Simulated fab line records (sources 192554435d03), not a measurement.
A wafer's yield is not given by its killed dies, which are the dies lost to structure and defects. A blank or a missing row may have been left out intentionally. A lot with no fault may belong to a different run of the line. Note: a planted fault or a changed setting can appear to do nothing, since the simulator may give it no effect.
Matching of chambers / flow n5Finfet / N5_BEOL_M6_DESCUM_33 on rieDiel-04: 4 sister chambers
The step chemistry O2, time 7 s. 4 wafers are shown with their chamber, then 9 later ones without.

== WAFERS, EACH WITH ITS CHAMBER ==
wafer=L085.5; chamber=2; drypumpMotorCurrentA (A)=4.9
wafer=L086.1; chamber=3; drypumpMotorCurrentA (A)=6.2
wafer=L086.2; chamber=1; drypumpMotorCurrentA (A)=6.3
wafer=L086.3; chamber=0; drypumpMotorCurrentA (A)=6.2

== WAFERS WITH NO CHAMBER GIVEN ==
wafer=L088.1; drypumpMotorCurrentA (A)=6.1
wafer=L088.3; drypumpMotorCurrentA (A)=6.3
wafer=L088.4; drypumpMotorCurrentA (A)=4.9
wafer=L090.1; drypumpMotorCurrentA (A)=6.2
wafer=L090.2; drypumpMotorCurrentA (A)=4.9
wafer=L090.4; drypumpMotorCurrentA (A)=6.3
wafer=L097.1; drypumpMotorCurrentA (A)=6.2
wafer=L097.3; drypumpMotorCurrentA (A)=4.9
wafer=L097.5; drypumpMotorCurrentA (A)=6.3

== WHICH CHAMBER EACH ONE RAN IN ==
wafer=L088.1; from the rows above=can't be placed: 0 or 3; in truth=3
wafer=L088.3; from the rows above=1; in truth=1
wafer=L088.4; from the rows above=2; in truth=2
wafer=L090.1; from the rows above=can't be placed: 0 or 3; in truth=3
wafer=L090.2; from the rows above=2; in truth=2
wafer=L090.4; from the rows above=1; in truth=1
wafer=L097.1; from the rows above=can't be placed: 0 or 3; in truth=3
wafer=L097.3; from the rows above=2; in truth=2
wafer=L097.5; from the rows above=1; in truth=1
6 of 9 placed correctly. Not placeable from these rows: 3 (in 3, the candidates include the true chamber). 0 placed wrongly.
How it was worked out, from the rows above alone: a wafer's distance from a chamber is the root of the sum, over the readings, of the square of ((its reading less the chamber's mean) divided by the reading's scatter). If the next closest chamber is less than 2 further off than the closest, the wafer can't be placed; otherwise it belongs to the closest. For every chamber, the mean is computed from those of its wafers that are shown. The scatter: root of mean squared gap, hidden wafer to nearest shown wafer, with one shown wafer a chamber.
